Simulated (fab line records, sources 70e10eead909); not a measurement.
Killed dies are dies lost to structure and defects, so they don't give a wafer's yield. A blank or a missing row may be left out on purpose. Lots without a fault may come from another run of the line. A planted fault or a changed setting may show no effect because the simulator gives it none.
Chamber matching | flow nand_harc | NHARC_A_CONTACT_DEP_58 on pecvd-02: 3 sister chambers
The step deposits SiON, target thk 90 nm. 3 wafers are shown with their chamber, then 9 later ones without.

WAFERS WITH THEIR CHAMBER
wafer  | chamber | showerhead_vpp_V (V)
L084.3 | 1       | 1068
L089.2 | 2       | 1112
L089.5 | 0       | 1227

WAFERS WITHOUT THEIR CHAMBER
wafer  | showerhead_vpp_V (V)
L092.2 | 1115
L092.5 | 1062
L092.6 | 1113
L095.2 | 1067
L095.3 | 1147
L095.6 | 1069
L097.3 | 1082
L097.5 | 1106
L097.6 | 1232

WHICH CHAMBER EACH WENT THROUGH
wafer  | from the rows above     | in truth
L092.2 | 2                       | 2
L092.5 | 1                       | 1
L092.6 | 2                       | 2
L095.2 | 1                       | 1
L095.3 | 2                       | 2
L095.6 | 1                       | 1
L097.3 | can't be placed: 1 or 2 | 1
L097.5 | 2                       | 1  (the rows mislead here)
L097.6 | 0                       | 0
Placed correctly: 7 of 9. Can't be placed from these rows: 1 (the true chamber is among the candidates in 1). Placed wrongly: 1.
How it was worked out, from the rows above alone: a wafer's distance from a chamber is the root of the sum, over the readings, of the square of ((its reading less the chamber's mean) divided by the reading's scatter). The wafer belongs to the nearest chamber; if the next one is less than 2 further off, it can't be placed. A chamber's mean is the mean of its shown wafers. The scatter: with one shown wafer a chamber, the root of the mean of the squares of how far each hidden wafer lies from its nearest shown one.
